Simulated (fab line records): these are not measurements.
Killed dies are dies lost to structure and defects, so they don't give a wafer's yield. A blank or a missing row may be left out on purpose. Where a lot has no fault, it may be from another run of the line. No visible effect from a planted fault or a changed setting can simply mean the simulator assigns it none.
2 desks, one fault + flow n5Finfet + each desk has only its own numbers; what lay behind them comes last

AT THE METROLOGY DESK
What the gauges read for every lot (on any tool): the sampled wafers with a number, averaged. Marked OUT: a lot whose mean sits more than 4 standard deviations from the usual mean, which makes it out of limits; the brackets give that distance. Readings shown: 7 of its 11, picked as those furthest out on some lot.
Columns: A = DIBL_N at N5_BEOL_M4_RC_MEAS_101, usual 35.9 mV/V; B = DIBL_P at N5_BEOL_M4_RC_MEAS_101, usual 35.9 mV/V; C = IOFF_N at N5_BEOL_M4_RC_MEAS_101, usual 0.155 nA/um; D = IOFF_P at N5_BEOL_M4_RC_MEAS_101, usual 0.201 nA/um; E = ION_P at N5_BEOL_M4_RC_MEAS_101, usual 460 uA/um; F = SS_N at N5_BEOL_M4_RC_MEAS_101, usual 71.6 mV/dec; G = VT_P at N5_BEOL_M4_RC_MEAS_101, usual -251.6 mV
| lot  | first seen here | A    | B    | C     | D     | E   | F    | G      |
|------|-----------------|------|------|-------|-------|-----|------|--------|
| L158 | day 2 06:10     | 36.6 | 37.0 | 0.165 | 0.225 | 461 | 71.9 | -250.8 |
| L164 | day 3 16:15     | 35.1 | 36.5 | 0.146 | 0.176 | 456 | 71.6 | -253.8 |
| L165 | day 3 21:06     | 34.4 | 34.1 | 0.133 | 0.150 | 448 | 71.2 | -256.6 |
| L167 | day 4 10:34     | 33.9 | 32.8 | 0.129 | 0.177 | 457 | 70.8 | -252.7 |
| L170 | day 5 07:44     | 36.2 | 34.4 | 0.136 | 0.178 | 459 | 70.9 | -254.1 |
| L171 | day 5 11:14     | 37.3 | 35.6 | 0.161 | 0.229 | 465 | 71.6 | -249.4 |
| L176 | day 6 15:06     | 34.5 | 34.9 | 0.130 | 0.145 | 450 | 71.3 | -257.6 |
| L178 | day 7 03:34     | 38.4 | 39.1 | 0.198 | 0.247 | 465 | 72.2 | -249.8 |
| L180 | day 7 15:48     | 36.0 | 35.3 | 0.148 | 0.183 | 455 | 71.2 | -253.2 |
This desk's verdict: no lot among the 9 shows anything out of limits.

AT THE TOOL OWNER'S DESK: lithoTrack-01
The tool's own readings at N5_FIN_CUT_COAT_19 (time 60 s, resist thk 20 nm): means of the sampled wafers that have a number, for each lot that ran on this tool. Marked OUT: a lot whose mean sits more than 4 standard deviations from the usual mean, which makes it out of limits; the brackets give that distance.
Columns: A = dispensePressureKPa at N5_FIN_CUT_COAT_19, usual 49 kPa; B = heaterPowerTotalW at N5_FIN_CUT_COAT_19, usual 427.2 W; C = runLengthS at N5_FIN_CUT_COAT_19, usual 66.41 s; D = spinSpeedRpm at N5_FIN_CUT_COAT_19, usual 1499.9 rpm
| lot  | first seen here | A  | B               | C               | D      |
|------|-----------------|----|-----------------|-----------------|--------|
| L158 | day 2 05:47     | 44 | 428.2           | 66.42           | 1501.2 |
| L164 | day 3 15:59     | 43 | 428.4           | 66.45           | 1498.9 |
| L165 | day 3 20:43     | 43 | 428.4           | 66.36           | 1500.1 |
| L167 | day 4 10:10     | 43 | 465.3 (+17) OUT | 58.78 (-51) OUT | 1499.7 |
| L170 | day 5 07:28     | 43 | 466.1 (+18) OUT | 58.61 (-52) OUT | 1499.3 |
This desk finds L167, L170 out of limits, L167 being first, at day 4 10:10 (heaterPowerTotalW at N5_FIN_CUT_COAT_19). L158, L164, L165: within limits.

PUT TOGETHER
An alarm could have come from the tool owner's desk at day 4 10:10, on L167, L170.
Metrology desk: nothing out of limits seen.
The metrology desk has L167, L170 on record, within its limits.
Every lot named ran N5_FIN_CUT_COAT_19 on lithoTrack-01.

WHAT WAS PUT IN BY THE SIMULATOR
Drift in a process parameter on lithoTrack-01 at N5_FIN_CUT_COAT_19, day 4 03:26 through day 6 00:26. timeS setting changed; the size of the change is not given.
Lots struck among those shown: L167, L170.
How many hours passed from the start of the fault until each desk's first out-of-limits reading: the tool owner's desk, 7.
